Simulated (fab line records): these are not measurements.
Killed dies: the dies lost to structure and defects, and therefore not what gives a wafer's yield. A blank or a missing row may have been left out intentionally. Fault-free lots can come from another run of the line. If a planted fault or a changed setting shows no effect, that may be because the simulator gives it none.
Matching of chambers :: flow n5Finfet :: 4 sister chambers for N5_HKMG_FIN_CMP_94 on cmp-02
The step polishes, stops on SiNx, t overpolish 4.7 s, target thk 43.299 nm. 8 wafers are shown with their chamber, then 11 later ones without.

WAFERS PAIRED WITH THEIR CHAMBERS
wafer: L079.1
chamber: 0
motorCurrentA (A): 10.3

wafer: L081.1
chamber: 1
motorCurrentA (A): 13.1

wafer: L081.2
chamber: 3
motorCurrentA (A): 11.7

wafer: L081.3
chamber: 2
motorCurrentA (A): 11.9

wafer: L082.1
chamber: 0
motorCurrentA (A): 10.4

wafer: L082.3
chamber: 2
motorCurrentA (A): 12.5

wafer: L082.6
chamber: 1
motorCurrentA (A): 12.1

wafer: L084.3
chamber: 3
motorCurrentA (A): 11.8

WAFERS WITHOUT THEIR CHAMBER
wafer: L084.5
motorCurrentA (A): 12.3

wafer: L084.6
motorCurrentA (A): 12.2

wafer: L087.2
motorCurrentA (A): 11.9

wafer: L087.3
motorCurrentA (A): 12.2

wafer: L087.4
motorCurrentA (A): 10.3

wafer: L091.2
motorCurrentA (A): 11.7

wafer: L091.4
motorCurrentA (A): 10.7

wafer: L091.5
motorCurrentA (A): 12.9

wafer: L093.1
motorCurrentA (A): 12.1

wafer: L093.3
motorCurrentA (A): 12.4

wafer: L093.5
motorCurrentA (A): 10.6

THE CHAMBER EACH PASSED THROUGH
wafer: L084.5
from the rows above: can't be placed: 2 or 1 or 3
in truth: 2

wafer: L084.6
from the rows above: can't be placed: 2 or 1 or 3
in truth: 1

wafer: L087.2
from the rows above: can't be placed: 3 or 2 or 1
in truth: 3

wafer: L087.3
from the rows above: can't be placed: 2 or 1 or 3
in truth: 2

wafer: L087.4
from the rows above: 0
in truth: 0

wafer: L091.2
from the rows above: can't be placed: 3 or 2
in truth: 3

wafer: L091.4
from the rows above: can't be placed: 0 or 3
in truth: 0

wafer: L091.5
from the rows above: can't be placed: 1 or 2
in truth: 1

wafer: L093.1
from the rows above: can't be placed: 2 or 3 or 1
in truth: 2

wafer: L093.3
from the rows above: can't be placed: 1 or 2 or 3
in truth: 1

wafer: L093.5
from the rows above: 0
in truth: 0
2 of 11 placed correctly. Cannot be placed on the basis of these rows: 9; the candidates contain the true chamber in 9. Number placed wrongly: 0.
How it was worked out, from the rows above alone: a wafer's distance from a chamber is the root of the sum, over the readings, of the square of ((its reading less the chamber's mean) divided by the reading's scatter). If the next closest chamber is less than 2 further off than the closest, the wafer can't be placed; otherwise it belongs to the closest. For every chamber, the mean is computed from those of its wafers that are shown. How the scatter is found: for the shown wafers, subtract from each reading the mean of its chamber, square and add these, divide the total by (wafers less chambers), then take the root.
